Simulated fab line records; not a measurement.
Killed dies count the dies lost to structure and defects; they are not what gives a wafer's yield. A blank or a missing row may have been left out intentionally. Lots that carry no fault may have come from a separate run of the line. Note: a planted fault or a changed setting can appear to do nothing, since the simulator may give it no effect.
fab line records	flow nand-harc
record: lots: 24	wafers: 72	last-day: 33
route steps=1302 shown A_CHANNEL_HOLE_D2@607 A_CHANNEL_FILL_D2@613 A_STAIRCASE@674
lots that met no fault: taken from a fault-free run of the same line
start-h: hours from the record's first day to the start of the lot's first wafer shown	wait-h: time in hours since the lot's previous step	" identical to the entry in the row above	L1.1+2: a row that stands for several wafers	- no value present, or no start provided	* or withheld: withheld	< > ~ a bound
route shown NAME@n: NAME is a module with steps in the file, n the number in the route of the first one	usual: mean/standard deviation of fault-free wafers	same: alike in all rows	chamber/n: place in a boat	sites: each site's reading	_std_site: their standard deviation	_edge_site: the outer-site mean with the inner-site mean subtracted	radius-mm: for every site, how far away it sits from the centre of the wafer	mask NAME#n: copy n	behind: tool/chamber where the wafer was last shaped	hold: what put the lot on hold/how long, in hours/how the hold closed	device: names the non-switching transistor (n, p or np)	end of line: the tests these same wafers got at the end of their route	a step with no rows: only its recipe	killed: the dies lost at the first sort to structure and to defects; this is not the yield of the wafer	map: a wafer's dies, x killed, . not, _ none there
set.NAME: the setting as run; set.NAME@STEP: as run at that earlier step	model.NAME: the simulator's own value behind a step, which no gauge read
one table for each step of the route and one row for each wafer, over a sample of lots
services: a tool's chamber out of use, with start hour (start-h, from the record's first day; less than 0 if before it), hours out, and reason
== steps ==
step: NHARC_A_CHANNEL_HOLE_D2_CD_MEAS_31
usual: cd-nm: 90.2/0.98
lot.wafer	tool	chamber	start-h	wait-h	cd-nm
L074.1	cd-sem-02	-	301.30	-	88.2
L074.3	"	-	"	"	88.8
L074.4	"	-	"	"	88.2
L075.3	cd-sem-01	-	320.96	-	91.2
L075.4	"	-	"	"	89.9
L075.6	"	-	"	"	89.5
L077.1	cd-sem-03	-	322.59	-	92.2
L077.2	"	-	"	"	90.1
L077.5	"	-	"	"	91.2
L076.1	cd-sem-03	-	325.12	-	89.8
L076.2	"	-	"	"	88.7
L076.3	"	-	"	"	88.6
L079.2	cd-sem-01	-	341.11	-	91.5
L079.3	"	-	"	"	91.2
L079.5	"	-	"	"	89.7
L078.2	cd-sem-03	-	341.66	-	90.7
L078.3	"	-	"	"	90.4
L078.6	"	-	"	"	90.1
L080.1	cd-sem-02	-	352.43	-	92.0
L080.3	"	-	"	"	90.0
L080.6	"	-	"	"	91.2
L081.1	cd-sem-03	-	362.04	-	89.0
L081.3	"	-	"	"	88.5
L081.5	"	-	"	"	90.0
L083.2	cd-sem-02	-	398.87	0.1	90.2
L083.4	"	-	"	"	90.1
L083.5	"	-	"	"	92.4
L082.1	cd-sem-03	-	404.22	-	91.6
L082.4	"	-	"	"	90.1
L082.5	"	-	"	"	91.1
L084.1	cd-sem-03	-	413.04	-	89.4
L084.3	"	-	"	"	89.6
L084.4	"	-	"	"	91.2
L085.2	cd-sem-01	-	414.70	-	90.2
L085.3	"	-	"	"	91.6
L085.4	"	-	"	"	90.1
L088.1	cd-sem-03	-	436.06	-	90.3
L088.3	"	-	"	"	90.3
L088.5	"	-	"	"	91.4
L086.1	cd-sem-03	-	437.58	-	89.0
L086.4	"	-	"	"	89.0
L086.5	"	-	"	"	89.3
L089.2	cd-sem-01	-	446.25	-	89.3
L089.5	"	-	"	"	90.3
L089.6	"	-	"	"	91.3
L087.1	cd-sem-03	-	457.79	-	89.6
L087.2	"	-	"	"	90.0
L087.3	"	-	"	"	89.4
L091.2	cd-sem-03	-	469.13	-	90.3
L091.5	"	-	"	"	89.8
L091.6	"	-	"	"	90.2
L090.1	cd-sem-01	-	469.15	-	89.0
L090.4	"	-	"	"	88.4
L090.5	"	-	"	"	90.0
L092.3	cd-sem-02	-	488.36	-	91.1
L092.5	"	-	"	"	91.9
L092.6	"	-	"	"	90.9
L093.1	cd-sem-03	-	515.32	-	89.9
L093.2	"	-	"	"	89.2
L093.3	"	-	"	"	88.6
L094.1	cd-sem-03	-	519.14	-	89.7
L094.2	"	-	"	"	91.5
L094.3	"	-	"	"	90.1
L096.2	cd-sem-02	-	519.31	-	89.8
L096.4	"	-	"	"	91.4
L096.5	"	-	"	"	90.6
L095.2	cd-sem-02	-	522.92	-	91.5
L095.4	"	-	"	"	90.0
L095.5	"	-	"	"	90.7
L097.1	cd-sem-03	-	529.51	-	89.5
L097.5	"	-	"	"	88.6
L097.6	"	-	"	"	89.8
step: NHARC_A_CHANNEL_FILL_D2_ALD_03
recipe: target-thk-a: 60	pulse-time-s: 60	ald-cycles: 58	temp-c: 630	pressure-torr: 2	material: SiNx
usual: precursor-pulse-height-rel: 1.002/0.02
lot.wafer	tool	chamber	start-h	wait-h	precursor-pulse-height-rel
L074.1	ald-sin-batch-03	0	-	-	1.006
L074.3	"	0	"	"	1.035
L074.4	"	0	"	"	0.981
L075.3	ald-sin-batch-02	0	-	-	0.987
L075.4	"	0	"	"	1.008
L075.6	"	0	"	"	1.012
L077.1	ald-sin-batch-02	0	-	-	0.991
L077.2	"	0	"	"	0.989
L077.5	"	0	"	"	0.965
L076.1	ald-sin-batch-01	0	-	-	1.005
L076.2	"	0	"	"	1.010
L076.3	"	0	"	"	1.000
L078.2	ald-sin-batch-03	0	-	-	0.980
L078.3	"	0	"	"	0.997
L078.6	"	0	"	"	1.019
L079.2	ald-sin-batch-03	0	-	-	0.993
L079.3	"	0	"	"	0.996
L079.5	"	0	"	"	0.984
L080.1	ald-sin-batch-03	0	-	-	1.009
L080.3	"	0	"	"	1.000
L080.6	"	0	"	"	1.004
L081.1	ald-sin-batch-02	0	-	-	1.030
L081.3	"	0	"	"	1.018
L081.5	"	0	"	"	1.006
L083.2	ald-sin-batch-01	0	-	-	0.969
L083.4	"	0	"	"	0.992
L083.5	"	0	"	"	0.968
L082.1	ald-sin-batch-02	0	-	-	1.001
L082.4	"	0	"	"	1.015
L082.5	"	0	"	"	1.024
L084.1	ald-sin-batch-02	0	-	-	1.051
L084.3	"	0	"	"	1.014
L084.4	"	0	"	"	1.009
L085.2	ald-sin-batch-02	0	-	-	1.023
L085.3	"	0	"	"	1.006
L085.4	"	0	"	"	1.005
L088.1	ald-sin-batch-01	0	-	-	1.031
L088.3	"	0	"	"	1.049
L088.5	"	0	"	"	1.014
L086.1	ald-sin-batch-02	0	-	-	0.981
L086.4	"	0	"	"	0.997
L086.5	"	0	"	"	1.012
L089.2	ald-sin-batch-03	0	-	-	1.059
L089.5	"	0	"	"	0.999
L089.6	"	0	"	"	1.001
L087.1	ald-sin-batch-02	0	-	-	0.979
L087.2	"	0	"	"	0.990
L087.3	"	0	"	"	1.010
L090.1	ald-sin-batch-03	0	-	-	0.999
L090.4	"	0	"	"	0.971
L090.5	"	0	"	"	0.984
L091.2	ald-sin-batch-03	0	-	-	0.992
L091.5	"	0	"	"	0.992
L091.6	"	0	"	"	0.992
L092.3	ald-sin-batch-01	0	-	-	1.026
L092.5	"	0	"	"	0.989
L092.6	"	0	"	"	0.976
L093.1	ald-sin-batch-03	0	-	-	0.997
L093.2	"	0	"	"	0.999
L093.3	"	0	"	"	0.979
L094.1	ald-sin-batch-03	0	-	-	1.013
L094.2	"	0	"	"	1.014
L094.3	"	0	"	"	0.978
L096.2	ald-sin-batch-03	0	-	-	1.004
L096.4	"	0	"	"	0.981
L096.5	"	0	"	"	0.999
L095.2	ald-sin-batch-02	0	-	-	0.983
L095.4	"	0	"	"	0.999
L095.5	"	0	"	"	1.025
L097.1	ald-sin-batch-03	0	-	-	0.993
L097.5	"	0	"	"	0.982
L097.6	"	0	"	"	0.974
step: NHARC_A_CHANNEL_FILL_D2_ALD_25
recipe: target-thk-a: 600	pulse-time-s: 10	ald-cycles: 600	temp-c: 300	material: SiOx
usual: heater-power-w: 462/47	precursor-pulse-height-rel: 0.999/0.022
lot.wafer	tool	chamber	start-h	wait-h	heater-power-w	precursor-pulse-height-rel
L074.4	ald-hk-02	1	339.04	0.0	490	1.035
L074.1	"	2	"	"	436	1.004
L074.3	"	3	"	"	398	1.018
L075.3	ald-hk-04	3	358.52	0.7	547	1.014
L075.4	"	0	"	"	427	1.053
L075.6	"	3	361.01	3.2	539	1.003
L077.2	ald-hk-01	0	359.14	1.3	436	1.002
L077.1	"	1	"	"	438	0.994
L077.5	"	3	361.00	3.2	525	0.990
L076.1	ald-hk-02	3	363.65	0.4	384	0.971
L076.3	"	1	364.87	1.7	461	0.967
L076.2	"	2	"	"	439	0.967
L078.3	ald-hk-04	2	379.27	0.1	493	1.018
L078.2	"	0	380.52	1.3	420	1.018
L078.6	"	2	381.77	2.6	482	0.991
L079.2	ald-hk-02	0	379.88	0.7	523	1.020
L079.3	"	1	"	"	459	0.986
L079.5	"	0	382.35	3.1	514	1.019
L080.1	ald-hk-01	3	390.12	0.1	527	0.961
L080.3	"	0	"	"	438	1.011
L080.6	"	0	393.25	3.2	447	1.018
L081.3	ald-hk-02	3	399.00	0.0	396	0.971
L081.1	"	1	400.26	1.3	450	0.977
L081.5	"	3	401.51	2.6	385	0.961
L083.2	ald-hk-02	1	436.10	0.1	472	1.042
L083.4	"	2	"	"	433	1.000
L083.5	"	1	438.54	2.5	471	1.000
L082.4	ald-hk-04	0	442.88	0.3	440	0.992
L082.1	"	2	444.11	1.5	507	0.997
L082.5	"	0	445.34	2.7	439	1.007
L084.4	ald-hk-02	2	449.37	0.0	443	0.971
L084.3	"	0	450.58	1.3	517	1.027
L084.1	"	1	"	"	476	0.991
L085.3	ald-hk-01	1	449.38	0.1	451	0.971
L085.2	"	2	"	"	476	0.948
L085.4	"	3	"	"	537	0.994
L088.3	ald-hk-01	0	473.55	0.1	425	1.014
L088.1	"	1	"	"	436	1.015
L088.5	"	0	475.99	2.5	428	1.017
L086.1	ald-hk-02	3	474.17	0.7	381	1.041
L086.4	"	0	"	"	510	0.992
L086.5	"	2	476.06	2.6	447	1.011
L089.2	ald-hk-04	0	487.77	3.8	444	1.020
L089.6	"	1	489.02	5.1	402	1.010
L089.5	"	2	490.27	6.3	502	0.992
L087.1	ald-hk-04	3	501.17	3.4	533	0.991
L087.2	"	0	"	"	441	0.954
L087.3	"	1	"	"	400	0.999
L090.1	ald-hk-02	2	505.99	0.1	445	1.023
L090.4	"	1	507.80	1.9	459	1.010
L090.5	"	2	"	"	440	0.986
L091.2	ald-hk-01	3	507.83	1.9	540	0.997
L091.6	"	0	"	"	440	0.987
L091.5	"	1	"	"	445	1.009
L092.3	ald-hk-04	0	529.62	3.3	449	0.979
L092.5	"	1	"	"	397	0.969
L092.6	"	2	"	"	509	0.997
L094.2	ald-hk-02	2	554.82	0.7	441	1.007
L094.3	"	3	"	"	375	1.008
L094.1	"	0	"	"	491	1.015
L096.4	ald-hk-04	2	554.87	0.7	508	0.983
L096.2	"	3	"	"	519	1.018
L096.5	"	2	557.35	3.2	499	1.011
L093.3	ald-hk-01	2	554.92	0.8	470	1.000
L093.1	"	0	556.17	2.0	437	1.009
L093.2	"	1	"	"	437	1.015
L095.4	ald-hk-04	3	559.21	1.1	545	1.019
L095.2	"	1	560.45	2.3	408	1.007
L095.5	"	3	561.69	3.6	532	0.988
L097.1	ald-hk-01	0	566.47	0.1	437	0.968
L097.6	"	0	568.89	2.5	444	0.959
L097.5	"	1	"	"	436	1.043
step: NHARC_A_STAIRCASE_TRIM_18
recipe: time-s: 211.2	o2-flow-sccm: 500	ar-flow-sccm: 0	bias-w: 0	chemistry: O2
usual: drypump-motor-current-A: 5.7/0.5	oes-product-au: 1.003/0.0078	rf-vpp-V: 57.8/0.85	showerhead-plenum-p-Torr: 3.50/0.12	throttle-valve-pct: 17.037/0.009
lot.wafer	tool	chamber	start-h	wait-h	drypump-motor-current-A	oes-product-au	rf-hours-counter-h	rf-vpp-V	showerhead-plenum-p-Torr	throttle-valve-pct
L074.3	rie-diel-07	1	-	-	5.7	1.002	16	58.5	3.55	17.042
L074.4	"	2	"	"	6.7	1.003	21	57.8	3.59	17.048
L074.1	"	0	"	"	6.2	1.013	19	58.1	3.45	17.032
L075.4	rie-diel-01	3	-	-	5.1	1.015	49	59.1	3.67	17.037
L075.3	"	1	"	"	5.1	1.012	52	57.2	3.27	17.022
L075.6	"	0	"	"	5.7	1.005	-	59.1	3.43	17.020
L077.2	rie-diel-04	3	-	-	6.2	1.003	2	56.5	3.34	17.026
L077.1	"	0	"	"	5.5	1.009	2	57.7	3.45	17.027
L077.5	"	2	"	"	5.3	1.006	-	59.0	3.39	17.021
L076.1	rie-diel-04	2	-	-	5.3	1.008	3	56.5	3.39	17.038
L076.2	"	3	"	"	6.2	1.002	4	58.6	3.34	17.052
L076.3	"	0	"	"	5.5	1.008	4	58.1	3.45	17.040
L079.3	rie-diel-07	1	-	-	5.7	1.000	28	57.4	3.54	17.033
L079.2	"	0	"	"	6.3	1.003	31	56.3	3.44	17.040
L079.5	"	2	"	"	6.7	1.010	-	57.3	3.59	17.038
L078.3	rie-diel-04	3	-	-	6.2	1.004	9	57.1	3.33	17.043
L078.2	"	0	"	"	5.6	0.997	10	58.3	3.45	17.031
L078.6	"	3	"	"	6.2	0.999	-	57.9	3.33	17.024
L080.3	rie-diel-04	2	-	-	5.3	0.996	17	56.5	3.38	17.050
L080.1	"	0	"	"	5.5	1.006	18	57.8	3.44	17.030
L080.6	"	1	"	"	5.7	1.009	-	58.8	3.52	17.025
L081.3	rie-diel-01	1	-	-	5.1	1.002	10	57.3	3.80	17.049
L081.1	"	2	"	"	5.1	0.997	11	58.5	3.55	17.038
L081.5	"	1	"	"	5.1	0.994	-	57.7	3.80	17.035
L083.4	rie-diel-07	3	-	-	5.4	0.995	52	58.7	3.58	17.029
L083.2	"	0	"	"	6.3	1.000	46	58.0	3.43	17.056
L083.5	"	3	"	"	5.3	1.003	-	58.8	3.58	17.051
L082.4	rie-diel-04	0	-	-	5.6	1.006	28	56.6	3.43	17.040
L082.1	"	1	"	"	5.7	1.004	29	58.3	3.51	17.046
L082.5	"	0	"	"	5.5	1.002	-	58.4	3.43	17.056
L084.4	rie-diel-01	2	-	-	5.1	0.999	23	57.0	3.54	17.019
L084.1	"	0	"	"	5.7	0.976	30	58.0	3.41	17.021
L084.3	"	1	"	"	5.1	0.988	23	57.5	3.79	17.040
L085.4	rie-diel-04	2	-	-	5.3	1.003	32	56.9	3.38	17.038
L085.3	"	3	"	"	6.2	1.004	30	57.5	3.32	17.041
L085.2	"	1	"	"	5.7	0.991	30	59.7	3.51	17.051
L086.1	rie-diel-07	2	-	-	6.7	1.015	3	59.1	3.57	17.028
L086.4	"	0	"	"	6.3	1.006	6	56.8	3.43	17.042
L086.5	"	2	"	"	6.7	1.023	-	57.4	3.57	17.034
L088.1	rie-diel-01	0	-	-	5.7	0.996	42	57.3	3.41	17.035
L088.3	"	2	"	"	5.1	0.998	37	56.6	3.53	17.030
L088.5	"	0	"	"	5.7	0.991	-	58.4	3.41	17.045
L089.2	rie-diel-01	3	-	-	5.1	0.991	46	58.3	3.65	17.040
L089.5	"	1	"	"	5.1	0.994	-	58.5	3.79	17.051
L089.6	"	2	"	"	5.1	0.990	-	57.4	3.53	17.038
L087.3	rie-diel-01	1	-	-	5.1	0.992	30	59.5	3.79	17.051
L087.1	"	3	"	"	5.1	1.007	48	58.1	3.65	17.031
L087.2	"	0	"	"	5.7	1.004	47	58.3	3.40	17.036
L091.2	rie-diel-07	2	-	-	6.7	1.021	10	58.1	3.57	17.035
L091.6	"	3	"	"	5.4	1.007	-	58.0	3.57	17.026
L091.5	"	0	"	"	6.3	1.009	-	57.3	3.42	17.034
L090.1	rie-diel-04	2	-	-	5.3	0.994	50	56.4	3.37	17.032
L090.4	"	1	"	"	5.7	0.998	-	57.9	3.50	17.031
L090.5	"	2	"	"	5.3	0.999	-	56.5	3.37	17.038
L092.3	rie-diel-07	3	-	-	5.4	1.003	27	58.3	3.56	17.032
L092.5	"	3	"	"	5.4	1.006	-	57.1	3.56	17.047
L092.6	"	0	"	"	6.3	1.017	-	56.9	3.42	17.034
L094.2	rie-diel-07	1	-	-	5.7	0.992	28	56.7	3.51	17.055
L094.3	"	3	"	"	5.4	1.005	36	56.8	3.56	17.047
L094.1	"	0	"	"	6.3	1.007	36	57.3	3.41	17.045
L096.2	rie-diel-01	0	-	-	5.7	0.998	0	58.0	3.40	17.045
L096.4	"	2	"	"	5.1	0.995	0	58.3	3.52	17.020
L096.5	"	0	"	"	5.7	1.000	-	57.5	3.40	17.045
L093.1	rie-diel-07	1	-	-	5.7	1.004	29	58.2	3.51	17.032
L093.2	"	3	"	"	5.4	1.009	36	56.4	3.56	17.038
L093.3	"	0	"	"	6.3	0.995	36	57.9	3.41	17.041
L095.2	rie-diel-01	2	-	-	5.1	1.004	2	56.3	3.52	17.030
L095.4	"	3	"	"	5.1	1.003	2	57.5	3.63	17.030
L095.5	"	2	"	"	5.1	0.992	-	57.1	3.52	17.046
L097.1	rie-diel-04	0	-	-	5.5	1.018	7	57.0	3.42	17.036
L097.5	"	3	"	"	6.2	1.003	-	56.7	3.31	17.047
L097.6	"	0	"	"	5.5	1.014	-	57.5	3.42	17.043
step: NHARC_A_STAIRCASE_ETCH_21
recipe: target-depth-a: 1000	time-s: 40.5	ion-energy-ev: 400	c4f8-flow-sccm: 20	o2-flow-sccm: 10	ar-flow-sccm: withheld	rf-w: 600	bias-w: 1000	chemistry: C4F8/O2
usual: oes-product-au: 0.952/0.017	rf-vpp-V: 895/4.4
lot.wafer	tool	chamber	start-h	wait-h	oes-product-au	rf-hours-counter-h	rf-vpp-V
L074.3	rie-diel-07	0	-	-	0.961	20	894
L074.1	"	1	"	"	0.938	17	897
L074.4	"	2	"	"	0.951	21	899
L075.4	rie-diel-01	3	-	-	0.938	49	902
L075.3	"	0	"	"	0.946	52	893
L075.6	"	3	"	"	0.939	-	901
L077.1	rie-diel-07	1	-	-	0.969	20	897
L077.2	"	3	"	"	0.989	28	898
L077.5	"	0	"	"	0.967	-	893
L076.2	rie-diel-07	3	-	-	0.980	29	898
L076.1	"	1	"	"	0.960	21	896
L076.3	"	2	"	"	0.982	25	898
L079.3	rie-diel-07	1	-	-	0.958	28	895
L079.2	"	3	"	"	0.951	35	898
L079.5	"	1	"	"	0.954	-	896
L078.3	rie-diel-04	2	-	-	0.940	9	890
L078.2	"	3	"	"	0.951	9	888
L078.6	"	1	"	"	0.930	-	895
L080.3	rie-diel-01	0	-	-	0.934	9	893
L080.1	"	1	"	"	0.933	7	906
L080.6	"	0	"	"	0.926	-	890
L081.3	rie-diel-04	3	-	-	0.981	19	889
L081.1	"	0	"	"	0.960	20	892
L081.5	"	2	"	"	0.981	-	891
L083.4	rie-diel-07	0	-	-	0.938	46	891
L083.2	"	3	"	"	0.938	52	898
L083.5	"	1	"	"	0.939	-	896
L082.4	rie-diel-04	0	-	-	0.953	29	891
L082.1	"	2	"	"	0.931	31	891
L082.5	"	3	"	"	0.944	-	888
L084.4	rie-diel-04	1	-	-	0.923	30	896
L084.3	"	3	"	"	0.916	30	888
L084.1	"	0	"	"	0.926	30	893
L085.4	rie-diel-01	3	-	-	0.956	30	900
L085.3	"	1	"	"	0.958	23	905
L085.2	"	2	"	"	0.938	24	898
L086.4	rie-diel-04	1	-	-	0.922	38	895
L086.1	"	3	"	"	0.922	40	889
L086.5	"	1	"	"	0.941	-	896
L088.3	rie-diel-07	2	-	-	0.978	4	898
L088.1	"	3	"	"	0.990	6	897
L088.5	"	1	"	"	0.974	-	895
L089.2	rie-diel-04	3	-	-	0.961	42	889
L089.5	"	3	"	"	0.974	-	890
L089.6	"	0	"	"	0.976	-	892
L087.3	rie-diel-07	0	-	-	0.968	12	894
L087.1	"	1	"	"	0.974	8	896
L087.2	"	2	"	"	0.983	9	897
L091.2	rie-diel-07	1	-	-	0.945	11	895
L091.6	"	0	"	"	0.946	-	892
L091.5	"	1	"	"	0.940	-	896
L090.1	rie-diel-04	1	-	-	0.940	46	896
L090.5	"	1	"	"	0.951	-	893
L090.4	"	2	"	"	0.941	-	891
L092.3	rie-diel-01	1	-	-	0.971	42	905
L092.5	"	1	"	"	0.984	-	905
L092.6	"	2	"	"	0.978	-	898
L094.2	rie-diel-04	0	-	-	0.951	4	893
L094.3	"	1	"	"	0.947	5	896
L094.1	"	3	"	"	0.961	3	888
L096.4	rie-diel-01	1	-	-	0.949	1	904
L096.2	"	2	"	"	0.947	0	895
L096.5	"	1	"	"	0.944	-	905
L093.2	rie-diel-07	0	-	-	0.956	37	893
L093.3	"	2	"	"	0.952	28	897
L093.1	"	3	"	"	0.935	36	897
L095.2	rie-diel-01	2	-	-	0.921	2	897
L095.4	"	3	"	"	0.948	2	900
L095.5	"	0	"	"	0.946	-	892
L097.1	rie-diel-01	3	-	-	0.978	7	899
L097.5	"	1	"	"	0.950	-	905
L097.6	"	2	"	"	0.969	-	896
step: NHARC_A_STAIRCASE_ETCH_23
recipe: target-depth-a: 1000	time-s: 40.5	ion-energy-ev: 400	c4f8-flow-sccm: 20	o2-flow-sccm: 10	ar-flow-sccm: withheld	rf-w: 600	bias-w: 1000	chemistry: C4F8/O2
usual: oes-product-au: 0.946/0.012	rf-vpp-V: 895/4.4
lot.wafer	tool	chamber	start-h	wait-h	oes-product-au	rf-hours-counter-h	rf-vpp-V
L074.1	rie-diel-07	2	-	-	0.941	21	898
L074.4	"	0	"	"	0.956	20	893
L074.3	"	1	"	"	0.953	17	896
L075.4	rie-diel-01	0	-	-	0.949	52	893
L075.3	"	1	"	"	0.963	52	887
L075.6	"	0	"	"	0.942	-	891
L077.2	rie-diel-07	3	-	-	0.951	28	897
L077.1	"	1	"	"	0.947	21	896
L077.5	"	3	"	"	0.949	-	900
L076.2	rie-diel-07	2	-	-	0.978	26	899
L076.1	"	3	"	"	0.967	29	898
L076.3	"	0	"	"	0.959	25	894
L079.2	rie-diel-07	1	-	-	0.963	28	896
L079.3	"	2	"	"	0.949	32	898
L079.5	"	1	"	"	0.960	-	895
L078.2	rie-diel-04	3	-	-	0.949	13	889
L078.3	"	0	"	"	0.937	12	893
L078.6	"	2	"	"	0.935	-	890
L080.3	rie-diel-01	2	-	-	0.944	10	896
L080.1	"	1	"	"	0.949	7	903
L080.6	"	2	"	"	0.947	-	896
L081.1	rie-diel-04	0	-	-	0.911	21	892
L081.3	"	2	"	"	0.926	19	892
L081.5	"	1	"	"	0.923	-	895
L083.4	rie-diel-07	3	-	-	0.932	52	897
L083.2	"	1	"	"	0.954	40	896
L083.5	"	3	"	"	0.938	-	898
L082.1	rie-diel-04	1	-	-	0.947	30	893
L082.4	"	0	"	"	0.956	29	893
L082.5	"	2	"	"	0.946	-	888
L084.4	rie-diel-04	1	-	-	0.941	31	897
L084.3	"	3	"	"	0.924	30	887
L084.1	"	0	"	"	0.936	30	892
L085.2	rie-diel-01	2	-	-	0.934	24	896
L085.4	"	0	"	"	0.932	30	892
L085.3	"	1	"	"	0.938	23	905
L086.4	rie-diel-04	2	-	-	0.937	41	891
L086.1	"	3	"	"	0.935	40	889
L086.5	"	1	"	"	0.951	-	896
L088.1	rie-diel-07	1	-	-	0.956	4	897
L088.3	"	2	"	"	0.968	4	898
L088.5	"	0	"	"	0.958	-	891
L089.2	rie-diel-04	0	-	-	0.941	40	892
L089.6	"	2	"	"	0.964	-	889
L089.5	"	3	"	"	0.951	-	888
L087.1	rie-diel-07	0	-	-	0.974	13	892
L087.3	"	1	"	"	0.956	8	897
L087.2	"	2	"	"	0.962	9	898
L091.2	rie-diel-07	0	-	-	0.949	15	893
L091.6	"	2	"	"	0.945	-	898
L091.5	"	3	"	"	0.934	-	898
L090.1	rie-diel-04	1	-	-	0.953	46	894
L090.5	"	3	"	"	0.939	-	889
L090.4	"	2	"	"	0.952	-	891
L092.3	rie-diel-01	0	-	-	0.937	57	890
L092.5	"	0	"	"	0.953	-	891
L092.6	"	1	"	"	0.959	-	906
L094.3	rie-diel-04	2	-	-	0.946	5	890
L094.1	"	3	"	"	0.945	3	888
L094.2	"	0	"	"	0.960	4	893
L096.2	rie-diel-01	2	-	-	0.943	1	895
L096.4	"	3	"	"	0.943	1	900
L096.5	"	2	"	"	0.937	-	896
L093.3	rie-diel-07	1	-	-	0.941	29	895
L093.1	"	3	"	"	0.941	36	897
L093.2	"	0	"	"	0.952	37	891
L095.2	rie-diel-01	2	-	-	0.929	2	896
L095.4	"	1	"	"	0.933	2	907
L095.5	"	3	"	"	0.939	-	899
L097.1	rie-diel-01	0	-	-	0.934	7	890
L097.5	"	0	"	"	0.938	-	891
L097.6	"	1	"	"	0.942	-	905
== services ==
tool	chamber	start-h	hours	kind
rie-diel-04	1	294.02	4.2	repair
rie-diel-07	-	294.47	9.0	pm
ald-hk-01	-	296.22	10.0	pm
rie-diel-07	-	316.59	0.5	repair
ald-hk-02	-	353.65	10.0	pm
rie-diel-04	-	357.29	9.0	pm
rie-diel-01	2	357.92	4.0	repair
rie-diel-04	1	377.71	4.7	repair
rie-diel-01	-	381.75	9.0	pm
rie-diel-07	1	405.40	4.9	repair
rie-diel-01	3	406.68	5.1	repair
ald-hk-04	-	432.88	10.0	pm
rie-diel-04	2	439.61	1.2	repair
ald-hk-01	-	457.24	9.0	repair
ald-hk-01	-	470.77	0.2	repair
rie-diel-07	-	472.81	9.0	pm
rie-diel-01	1	474.69	16.8	repair
rie-diel-01	0	491.18	4.9	repair
rie-diel-01	2	514.02	7.7	repair
rie-diel-04	0	520.71	8.1	repair
ald-hk-02	-	531.65	10.0	pm
rie-diel-04	-	534.29	9.0	pm
rie-diel-01	-	560.44	9.0	pm
rie-diel-04	0	563.20	2.9	repair
== key ==
fault none
